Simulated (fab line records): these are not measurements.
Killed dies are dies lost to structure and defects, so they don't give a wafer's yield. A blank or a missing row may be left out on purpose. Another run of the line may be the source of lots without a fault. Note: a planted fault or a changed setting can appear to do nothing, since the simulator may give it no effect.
Struck lot and sound lot, side by side | flow nandHarc | 15 out of 1159 route steps
Sound: the wafers L754.3, L754.5, L754.6. Struck: wafer L767.4. (L767.1 of the same lot was not struck and is left out.) The cause comes at the end.
Per side, at each step with rows, come the tool, then ch with its chambers, and then its first start. Under that, the readings that differ: sound wafers | struck wafers | difference of the means | sigmas: that difference in standard deviations of wafers without a fault.
alike: readings whose means differ by less than 2 such deviations, and words and numbers that are the same on both sides. not compared: withheld readings, readings that some wafer has no value for, bounds like >300 that may hide the same value, and numbers for which the record gives no deviation and whose values overlap.
Wherever a step has rows on one side only, a row that says differs or no value, or a row with sigmas, the two part there. Non-overlapping numbers with no deviation appear without sigmas and do not part them. Lack of a reading on every wafer of one side parts them only where that side has two or more wafers.

NHARC_P_CONTACT_ETCH_35: etches the open film in CF4, target depth 39 nm, time 65 s.
  sound on rieDiel-07 ch 0,1,2, day 5 22:57; struck on rieDiel-13 ch 3, day 9 10:35
reading                  | sound       | struck | difference | sigmas
drypumpMotorCurrentA (A) | 5.3 5.4 5.5 | 6.3    | +0.9       | +2
  alike: oesProductAu, rfVppV, showerheadPlenumPTorr, throttleValvePct
  not compared: rfHoursCounterH
then, 3 steps without rows for these wafers: NHARC_P_CONTACT_ETCH_36 (etches the open film in N2/H2, target depth 260 nm, time 406.25 s); NHARC_P_CONTACT_ETCH_18 (etches the open film in C4F8/O2/Ar, target depth 481 nm, time 240.5 s); NHARC_P_CONTACT_STRIP_37 (strips in C4F8/O2/Ar).
NHARC_P_CONTACT_ETCH_31: etches the open film in CH3F/O2, target depth 30 nm, time 85.7 s.
  sound: rieDiel-07 ch 2,3; struck: rieDiel-13 ch 1
  alike: drypumpMotorCurrentA, oesProductAu, rfVppV, showerheadPlenumPTorr, throttleValvePct
  not compared: rfHoursCounterH
NHARC_P_CONTACT_CD_MEAS_19:
  sound on cdSem-03 at day 5 23:44; struck on cdSem-03 at day 9 11:22
  alike: cdNm
NHARC_P_CONTACT_STRIP_28: strips in O2.
  sound on rieDiel-13 ch 0,1,2, day 5 23:50; struck on rieDiel-07 ch 0, day 9 11:28
  alike: drypumpMotorCurrentA, oesProductAu, rfVppV, showerheadPlenumPTorr, throttleValvePct
  not compared: rfHoursCounterH
then, 1 step without rows for these wafers: NHARC_P_CONTACT_STRIP_29 (strips in post etch residue remover, time 1200 s).
NHARC_P_CONTACT_DEGAS_38: time 60 s.
  sound on pvdSputter-03 at day 6 00:28; struck on pvdSputter-01 at day 9 12:04
  alike: heaterPowerW, susceptorTempC
then, 2 steps without rows for these wafers: NHARC_P_CONTACT_PRE_CLEAN_39 (time 19.5 s); NHARC_P_CONTACT_PVD_32 (deposits Ti, target thk 5 nm, time 17.7 s).
NHARC_P_CONTACT_ALD_22: deposits TiN, target thk 3 nm, pulse time 1 s, ald cycles 150.
  sound on aldMetal-04 ch 0,1,2, day 6 00:43; struck on aldMetal-02 ch 1, day 9 12:19
  alike: heaterPowerW, precursorPulseHeightRel, susceptorTempC
NHARC_P_CONTACT_CVD_23: deposits W, target thk 200 nm, time 557 s.
  sound on cvdW-02 ch 0,1, day 6 03:06; struck on cvdW-01 ch 0, day 9 19:13
reading            | sound                | struck | difference | sigmas
heaterPowerW (W)   | 480 478 461          | 399    | -74        | -2
susceptorTempC (C) | 300.20 300.12 300.22 | 299.54 | -0.64      | -3
  alike: throttleValvePct
NHARC_P_CONTACT_CMP_24: polishes, t overpolish 30 s, target thk 200 nm.
  sound on cmp-04 ch 1,2, day 6 03:31; struck on cmp-03 ch 2, day 9 19:48
reading             | sound          | struck | difference | sigmas
timeToEndpointS (s) | 40.5 41.9 37.0 | 28.8   | -11.0      | -4
  alike: motorCurrentA, overpolishRunS
following that, these wafers have no rows for 1 step: NHARC_END_SORT_01.

WHERE THEY PART
At NHARC_P_CONTACT_ETCH_35 first; at NHARC_P_CONTACT_CMP_24 last (within this record only).

WHY: whatever the simulator had introduced
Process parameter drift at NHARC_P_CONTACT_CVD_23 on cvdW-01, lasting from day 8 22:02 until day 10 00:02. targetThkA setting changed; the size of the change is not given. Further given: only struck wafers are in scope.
